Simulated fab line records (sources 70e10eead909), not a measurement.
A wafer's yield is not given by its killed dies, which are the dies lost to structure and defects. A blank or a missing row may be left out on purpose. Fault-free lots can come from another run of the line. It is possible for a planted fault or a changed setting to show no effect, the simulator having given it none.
Which tool did it? / flow nand_harc / 24 lots with 72 wafers sampled at 5 steps, on a route of 1159 steps

WHAT THE GAUGES SHOWED, per wafer
NHARC_A_CONTACT_CD_MEAS_80. Usual: cd_nm 189.4 nm, standard deviation 0.77.
lot=L077; measured=day 17 02:19; on=cd_sem-02; cd_nm (nm)=190.2 189.8 190.3; flag=
lot=L074; measured=day 17 08:11; on=cd_sem-02; cd_nm (nm)=188.5 188.6 188.9; flag=
lot=L075; measured=day 17 09:08; on=cd_sem-01; cd_nm (nm)=189.0 189.1 189.1; flag=
lot=L079; measured=day 17 10:18; on=cd_sem-01; cd_nm (nm)=190.6 189.9 189.4; flag=
lot=L076; measured=day 17 11:25; on=cd_sem-03; cd_nm (nm)=189.0 189.2 188.5; flag=
lot=L078; measured=day 17 13:10; on=cd_sem-02; cd_nm (nm)=190.7 190.8 189.5; flag=
lot=L080; measured=day 17 23:26; on=cd_sem-03; cd_nm (nm)=189.3 190.1 189.8; flag=
lot=L081; measured=day 18 11:00; on=cd_sem-02; cd_nm (nm)=189.7 190.0 189.8; flag=
lot=L083; measured=day 18 11:26; on=cd_sem-03; cd_nm (nm)=190.3 190.8 190.4; flag=
lot=L082; measured=day 18 16:12; on=cd_sem-03; cd_nm (nm)=190.9 190.3 191.0; flag=
lot=L085; measured=day 19 04:56; on=cd_sem-01; cd_nm (nm)=189.1 188.4 188.5; flag=
lot=L084; measured=day 19 05:44; on=cd_sem-02; cd_nm (nm)=187.7 187.5 187.8; flag=
lot=L087; measured=day 19 15:52; on=cd_sem-01; cd_nm (nm)=190.0 189.4 189.6; flag=
lot=L086; measured=day 19 15:56; on=cd_sem-03; cd_nm (nm)=189.9 190.0 189.4; flag=
lot=L090; measured=day 20 11:47; on=cd_sem-03; cd_nm (nm)=188.5 188.7 188.6; flag=
lot=L089; measured=day 20 13:14; on=cd_sem-01; cd_nm (nm)=188.9 189.6 189.2; flag=
lot=L088; measured=day 20 22:35; on=cd_sem-02; cd_nm (nm)=190.8 190.3 189.9; flag=
lot=L091; measured=day 20 22:59; on=cd_sem-01; cd_nm (nm)=188.6 188.8 189.2; flag=
lot=L093; measured=day 21 03:18; on=cd_sem-03; cd_nm (nm)=190.3 189.8 189.0; flag=
lot=L092; measured=day 21 05:27; on=cd_sem-03; cd_nm (nm)=190.1 189.4 189.2; flag=
lot=L096; measured=day 22 03:08; on=cd_sem-03; cd_nm (nm)=190.8 189.7 190.1; flag=
lot=L094; measured=day 22 05:02; on=cd_sem-02; cd_nm (nm)=187.7 188.5 188.6; flag=
lot=L095; measured=day 22 07:57; on=cd_sem-01; cd_nm (nm)=189.4 189.6 190.0; flag=
lot=L097; measured=day 22 10:31; on=cd_sem-02; cd_nm (nm)=188.9 189.2 189.3; flag=

TOOL THAT RAN EACH LOT (tool first, then ch and the chambers of the sampled wafers, then the start)
lot=L077; NHARC_A_CONTACT_ETCH_115=har_cap_etch-03 ch 0,1, day 16 15:13; NHARC_A_CONTACT_ETCH_90=rie_diel-11 ch 2,3, day 16 16:31; NHARC_A_CONTACT_ETCH_127=har_cap_etch-03 ch 0,1, day 17 00:44; NHARC_A_CONTACT_ETCH_131=har_cap_etch-03 ch 0,1, day 17 01:18
lot=L074; NHARC_A_CONTACT_ETCH_115=har_cap_etch-01 ch 0,1, day 16 19:13; NHARC_A_CONTACT_ETCH_90=rie_diel-11 ch 1,2,3, day 16 20:32; NHARC_A_CONTACT_ETCH_127=har_cap_etch-01 ch 0,1, day 17 06:26; NHARC_A_CONTACT_ETCH_131=har_cap_etch-01 ch 0,1, day 17 07:01
lot=L075; NHARC_A_CONTACT_ETCH_115=har_cap_etch-02 ch 1, day 16 21:40; NHARC_A_CONTACT_ETCH_90=rie_diel-11 ch 0,1,2, day 16 23:00; NHARC_A_CONTACT_ETCH_127=har_cap_etch-03 ch 1, day 17 07:29; NHARC_A_CONTACT_ETCH_131=har_cap_etch-03 ch 1, day 17 08:04
lot=L079; NHARC_A_CONTACT_ETCH_115=har_cap_etch-01 ch 0,1, day 16 23:08; NHARC_A_CONTACT_ETCH_90=rie_diel-09 ch 0,2,3, day 17 00:28; NHARC_A_CONTACT_ETCH_127=har_cap_etch-02 ch 0,1, day 17 08:37; NHARC_A_CONTACT_ETCH_131=har_cap_etch-02 ch 0,1, day 17 09:10
lot=L076; NHARC_A_CONTACT_ETCH_115=har_cap_etch-01 ch 0,1, day 17 02:07; NHARC_A_CONTACT_ETCH_90=rie_diel-06 ch 1,2,3, day 17 03:32; NHARC_A_CONTACT_ETCH_127=har_cap_etch-03 ch 0,1, day 17 09:49; NHARC_A_CONTACT_ETCH_131=har_cap_etch-03 ch 0,1, day 17 10:23
lot=L078; NHARC_A_CONTACT_ETCH_115=har_cap_etch-03 ch 1, day 17 04:29; NHARC_A_CONTACT_ETCH_90=rie_diel-11 ch 0,3, day 17 05:48; NHARC_A_CONTACT_ETCH_127=har_cap_etch-01 ch 0,1, day 17 11:31; NHARC_A_CONTACT_ETCH_131=har_cap_etch-01 ch 0,1, day 17 12:05
lot=L080; NHARC_A_CONTACT_ETCH_115=har_cap_etch-03 ch 0,1, day 17 14:19; NHARC_A_CONTACT_ETCH_90=rie_diel-09 ch 0,1,3, day 17 15:37; NHARC_A_CONTACT_ETCH_127=har_cap_etch-02 ch 0,1, day 17 21:41; NHARC_A_CONTACT_ETCH_131=har_cap_etch-02 ch 0,1, day 17 22:15
lot=L081; NHARC_A_CONTACT_ETCH_115=har_cap_etch-01 ch 0,1, day 18 02:14; NHARC_A_CONTACT_ETCH_90=rie_diel-11 ch 0,2, day 18 03:45; NHARC_A_CONTACT_ETCH_127=har_cap_etch-03 ch 0,1, day 18 09:22; NHARC_A_CONTACT_ETCH_131=har_cap_etch-03 ch 0,1, day 18 09:56
lot=L083; NHARC_A_CONTACT_ETCH_115=har_cap_etch-03 ch 0,1, day 18 02:33; NHARC_A_CONTACT_ETCH_90=rie_diel-09 ch 2,3, day 18 03:51; NHARC_A_CONTACT_ETCH_127=har_cap_etch-02 ch 0,1, day 18 09:51; NHARC_A_CONTACT_ETCH_131=har_cap_etch-02 ch 0,1, day 18 10:25
lot=L082; NHARC_A_CONTACT_ETCH_115=har_cap_etch-01 ch 0,1, day 18 07:36; NHARC_A_CONTACT_ETCH_90=rie_diel-11 ch 0,3, day 18 09:00; NHARC_A_CONTACT_ETCH_127=har_cap_etch-01 ch 0,1, day 18 14:29; NHARC_A_CONTACT_ETCH_131=har_cap_etch-01 ch 0,1, day 18 15:02
lot=L085; NHARC_A_CONTACT_ETCH_115=har_cap_etch-01 ch 0,1, day 18 19:11; NHARC_A_CONTACT_ETCH_90=rie_diel-09 ch 0,1, day 18 20:30; NHARC_A_CONTACT_ETCH_127=har_cap_etch-01 ch 1, day 19 02:33; NHARC_A_CONTACT_ETCH_131=har_cap_etch-01 ch 1, day 19 03:18
lot=L084; NHARC_A_CONTACT_ETCH_115=har_cap_etch-03 ch 0, day 18 19:29; NHARC_A_CONTACT_ETCH_90=rie_diel-11 ch 0,3, day 18 20:49; NHARC_A_CONTACT_ETCH_127=har_cap_etch-03 ch 0,1, day 19 03:46; NHARC_A_CONTACT_ETCH_131=har_cap_etch-03 ch 0,1, day 19 04:26
lot=L087; NHARC_A_CONTACT_ETCH_115=har_cap_etch-02 ch 0,1, day 19 05:35; NHARC_A_CONTACT_ETCH_90=rie_diel-11 ch 0,1, day 19 06:55; NHARC_A_CONTACT_ETCH_127=har_cap_etch-01 ch 0,1, day 19 13:48; NHARC_A_CONTACT_ETCH_131=har_cap_etch-01 ch 0,1, day 19 14:34
lot=L086; NHARC_A_CONTACT_ETCH_115=har_cap_etch-01 ch 0,1, day 19 06:36; NHARC_A_CONTACT_ETCH_90=rie_diel-11 ch 1,2, day 19 08:16; NHARC_A_CONTACT_ETCH_127=har_cap_etch-03 ch 0,1, day 19 14:18; NHARC_A_CONTACT_ETCH_131=har_cap_etch-03 ch 0,1, day 19 14:52
lot=L090; NHARC_A_CONTACT_ETCH_115=har_cap_etch-03 ch 0,1, day 20 01:46; NHARC_A_CONTACT_ETCH_90=rie_diel-11 ch 0,2, day 20 03:26; NHARC_A_CONTACT_ETCH_127=har_cap_etch-01 ch 0,1, day 20 10:09; NHARC_A_CONTACT_ETCH_131=har_cap_etch-01 ch 0,1, day 20 10:43
lot=L089; NHARC_A_CONTACT_ETCH_115=har_cap_etch-02 ch 0,1, day 20 02:08; NHARC_A_CONTACT_ETCH_90=rie_diel-06 ch 1,2,3, day 20 03:31; NHARC_A_CONTACT_ETCH_127=har_cap_etch-03 ch 0,1, day 20 11:07; NHARC_A_CONTACT_ETCH_131=har_cap_etch-03 ch 0,1, day 20 11:52
lot=L088; NHARC_A_CONTACT_ETCH_115=har_cap_etch-02 ch 0,1, day 20 13:25; NHARC_A_CONTACT_ETCH_90=rie_diel-11 ch 0,1,3, day 20 14:43; NHARC_A_CONTACT_ETCH_127=har_cap_etch-02 ch 0,1, day 20 20:59; NHARC_A_CONTACT_ETCH_131=har_cap_etch-02 ch 0,1, day 20 21:32
lot=L091; NHARC_A_CONTACT_ETCH_115=har_cap_etch-01 ch 0,1, day 20 14:33; NHARC_A_CONTACT_ETCH_90=rie_diel-06 ch 1,3, day 20 15:52; NHARC_A_CONTACT_ETCH_127=har_cap_etch-01 ch 0,1, day 20 21:24; NHARC_A_CONTACT_ETCH_131=har_cap_etch-01 ch 0,1, day 20 21:58
lot=L093; NHARC_A_CONTACT_ETCH_115=har_cap_etch-01 ch 0,1, day 20 18:52; NHARC_A_CONTACT_ETCH_90=rie_diel-11 ch 0,1, day 20 20:10; NHARC_A_CONTACT_ETCH_127=har_cap_etch-03 ch 0,1, day 21 01:43; NHARC_A_CONTACT_ETCH_131=har_cap_etch-03 ch 0,1, day 21 02:17
lot=L092; NHARC_A_CONTACT_ETCH_115=har_cap_etch-03 ch 0,1, day 20 19:39; NHARC_A_CONTACT_ETCH_90=rie_diel-11 ch 0,1,2, day 20 20:58; NHARC_A_CONTACT_ETCH_127=har_cap_etch-03 ch 0,1, day 21 03:51; NHARC_A_CONTACT_ETCH_131=har_cap_etch-03 ch 0,1, day 21 04:25
lot=L096; NHARC_A_CONTACT_ETCH_115=har_cap_etch-03 ch 0,1, day 21 18:50; NHARC_A_CONTACT_ETCH_90=rie_diel-09 ch 0,1,3, day 21 20:08; NHARC_A_CONTACT_ETCH_127=har_cap_etch-02 ch 0,1, day 22 01:33; NHARC_A_CONTACT_ETCH_131=har_cap_etch-02 ch 0,1, day 22 02:07
lot=L094; NHARC_A_CONTACT_ETCH_115=har_cap_etch-02 ch 0,1, day 21 20:09; NHARC_A_CONTACT_ETCH_90=rie_diel-11 ch 1,2,3, day 21 21:28; NHARC_A_CONTACT_ETCH_127=har_cap_etch-01 ch 0,1, day 22 03:20; NHARC_A_CONTACT_ETCH_131=har_cap_etch-01 ch 0,1, day 22 03:54
lot=L095; NHARC_A_CONTACT_ETCH_115=har_cap_etch-01 ch 0,1, day 21 23:23; NHARC_A_CONTACT_ETCH_90=rie_diel-11 ch 1,3, day 22 00:40; NHARC_A_CONTACT_ETCH_127=har_cap_etch-02 ch 0,1, day 22 06:10; NHARC_A_CONTACT_ETCH_131=har_cap_etch-02 ch 0,1, day 22 06:44
lot=L097; NHARC_A_CONTACT_ETCH_115=har_cap_etch-03 ch 0,1, day 22 01:16; NHARC_A_CONTACT_ETCH_90=rie_diel-11 ch 1,2,3, day 22 02:36; NHARC_A_CONTACT_ETCH_127=har_cap_etch-02 ch 0,1, day 22 08:55; NHARC_A_CONTACT_ETCH_131=har_cap_etch-02 ch 0,1, day 22 09:29
- NHARC_A_CONTACT_ETCH_115: etches the open film in C4F8/O2/Ar, time 94 s, target depth 922 nm.
- NHARC_A_CONTACT_ETCH_90: etches the open film in CH3F/O2, target depth 40 nm, time 85.7 s.
- NHARC_A_CONTACT_ETCH_127: etches the open film in C4F8/O2/Ar, time 155 s, target depth 956 nm.
- NHARC_A_CONTACT_ETCH_131: etches the open film in C4F8/O2/Ar, time 155 s, target depth 956 nm.

WHAT THE TOOLS THEMSELVES READ (means of the sampled wafers that have a number; where no wafer has one, the mark that the record gives instead)
NHARC_A_CONTACT_ETCH_90. Usual: drypump_motor_current_A 5.6 A, standard deviation 0.37; oes_product_au 0.95 a.u., standard deviation 0.033; rf_vpp_V 244.9 V, standard deviation 1.7; showerhead_plenum_p_Torr 2.49 Torr, standard deviation 0.1; throttle_valve_pct 20.663 %, standard deviation 0.0089.
lot=L077; tool=rie_diel-11; drypump_motor_current_A (A)=5.5; oes_product_au (a.u.)=1.00; rf_vpp_V (V)=246.1; showerhead_plenum_p_Torr (Torr)=2.57; throttle_valve_pct (%)=20.662; flag=
lot=L074; tool=rie_diel-11; drypump_motor_current_A (A)=5.6; oes_product_au (a.u.)=0.93; rf_vpp_V (V)=245.9; showerhead_plenum_p_Torr (Torr)=2.57; throttle_valve_pct (%)=20.665; flag=
lot=L075; tool=rie_diel-11; drypump_motor_current_A (A)=5.4; oes_product_au (a.u.)=1.00; rf_vpp_V (V)=244.8; showerhead_plenum_p_Torr (Torr)=2.47; throttle_valve_pct (%)=20.666; flag=
lot=L079; tool=rie_diel-09; drypump_motor_current_A (A)=5.8; oes_product_au (a.u.)=0.93; rf_vpp_V (V)=244.8; showerhead_plenum_p_Torr (Torr)=2.47; throttle_valve_pct (%)=20.666; flag=
lot=L076; tool=rie_diel-06; drypump_motor_current_A (A)=5.7; oes_product_au (a.u.)=0.92; rf_vpp_V (V)=243.9; showerhead_plenum_p_Torr (Torr)=2.45; throttle_valve_pct (%)=20.651; flag=
lot=L078; tool=rie_diel-11; drypump_motor_current_A (A)=5.4; oes_product_au (a.u.)=0.93; rf_vpp_V (V)=244.5; showerhead_plenum_p_Torr (Torr)=2.51; throttle_valve_pct (%)=20.654; flag=
lot=L080; tool=rie_diel-09; drypump_motor_current_A (A)=5.6; oes_product_au (a.u.)=0.92; rf_vpp_V (V)=244.9; showerhead_plenum_p_Torr (Torr)=2.47; throttle_valve_pct (%)=20.660; flag=
lot=L081; tool=rie_diel-11; drypump_motor_current_A (A)=5.3; oes_product_au (a.u.)=1.00; rf_vpp_V (V)=245.8; showerhead_plenum_p_Torr (Torr)=2.47; throttle_valve_pct (%)=20.665; flag=
lot=L083; tool=rie_diel-09; drypump_motor_current_A (A)=6.3; oes_product_au (a.u.)=0.93; rf_vpp_V (V)=245.3; showerhead_plenum_p_Torr (Torr)=2.48; throttle_valve_pct (%)=20.664; flag=
lot=L082; tool=rie_diel-11; drypump_motor_current_A (A)=5.3; oes_product_au (a.u.)=0.93; rf_vpp_V (V)=243.2; showerhead_plenum_p_Torr (Torr)=2.41; throttle_valve_pct (%)=20.671; flag=
lot=L085; tool=rie_diel-09; drypump_motor_current_A (A)=5.5; oes_product_au (a.u.)=0.94; rf_vpp_V (V)=245.1; showerhead_plenum_p_Torr (Torr)=2.46; throttle_valve_pct (%)=20.667; flag=
lot=L084; tool=rie_diel-11; drypump_motor_current_A (A)=5.3; oes_product_au (a.u.)=0.95; rf_vpp_V (V)=244.2; showerhead_plenum_p_Torr (Torr)=2.41; throttle_valve_pct (%)=20.660; flag=
lot=L087; tool=rie_diel-11; drypump_motor_current_A (A)=5.3; oes_product_au (a.u.)=0.93; rf_vpp_V (V)=242.8; showerhead_plenum_p_Torr (Torr)=2.39; throttle_valve_pct (%)=20.663; flag=
lot=L086; tool=rie_diel-11; drypump_motor_current_A (A)=5.6; oes_product_au (a.u.)=0.93; rf_vpp_V (V)=246.5; showerhead_plenum_p_Torr (Torr)=2.54; throttle_valve_pct (%)=20.661; flag=
lot=L090; tool=rie_diel-11; drypump_motor_current_A (A)=5.3; oes_product_au (a.u.)=0.94; rf_vpp_V (V)=244.0; showerhead_plenum_p_Torr (Torr)=2.46; throttle_valve_pct (%)=20.664; flag=
lot=L089; tool=rie_diel-06; drypump_motor_current_A (A)=5.7; oes_product_au (a.u.)=0.92; rf_vpp_V (V)=244.0; showerhead_plenum_p_Torr (Torr)=2.44; throttle_valve_pct (%)=20.662; flag=
lot=L088; tool=rie_diel-11; drypump_motor_current_A (A)=5.5; oes_product_au (a.u.)=1.00; rf_vpp_V (V)=244.7; showerhead_plenum_p_Torr (Torr)=2.49; throttle_valve_pct (%)=20.672; flag=
lot=L091; tool=rie_diel-06; drypump_motor_current_A (A)=6.1; oes_product_au (a.u.)=0.99; rf_vpp_V (V)=243.6; showerhead_plenum_p_Torr (Torr)=2.39; throttle_valve_pct (%)=20.666; flag=
lot=L093; tool=rie_diel-11; drypump_motor_current_A (A)=5.3; oes_product_au (a.u.)=1.00; rf_vpp_V (V)=242.8; showerhead_plenum_p_Torr (Torr)=2.39; throttle_valve_pct (%)=20.664; flag=
lot=L092; tool=rie_diel-11; drypump_motor_current_A (A)=5.4; oes_product_au (a.u.)=0.92; rf_vpp_V (V)=244.6; showerhead_plenum_p_Torr (Torr)=2.46; throttle_valve_pct (%)=20.665; flag=
lot=L096; tool=rie_diel-09; drypump_motor_current_A (A)=5.6; oes_product_au (a.u.)=0.95; rf_vpp_V (V)=244.4; showerhead_plenum_p_Torr (Torr)=2.46; throttle_valve_pct (%)=20.661; flag=
lot=L094; tool=rie_diel-11; drypump_motor_current_A (A)=5.5; oes_product_au (a.u.)=0.97; rf_vpp_V (V)=246.0; showerhead_plenum_p_Torr (Torr)=2.56; throttle_valve_pct (%)=20.665; flag=
lot=L095; tool=rie_diel-11; drypump_motor_current_A (A)=5.6; oes_product_au (a.u.)=1.00; rf_vpp_V (V)=245.8; showerhead_plenum_p_Torr (Torr)=2.58; throttle_valve_pct (%)=20.662; flag=
lot=L097; tool=rie_diel-11; drypump_motor_current_A (A)=5.6; oes_product_au (a.u.)=0.94; rf_vpp_V (V)=246.3; showerhead_plenum_p_Torr (Torr)=2.56; throttle_valve_pct (%)=20.667; flag=

THE ANSWER, worked out from the rows above alone
Rule: a lot is off if the mean of its wafers that have a number lies more than 3 standard deviations from the usual mean. Also off: a lot with no number at a reading for which 4 or more lots have one. The other lots that the step has rows for count as sound. First the gauges in route order, then the tools' own readings, where a lot's mean is used as printed above. The first step at which some lot is off is used, and at that step the reading that is off furthest; a lot without a number counts as furthest.
Nothing can be told from this: no lot is off at any reading shown.

WHAT THE SIMULATOR HAD PUT IN
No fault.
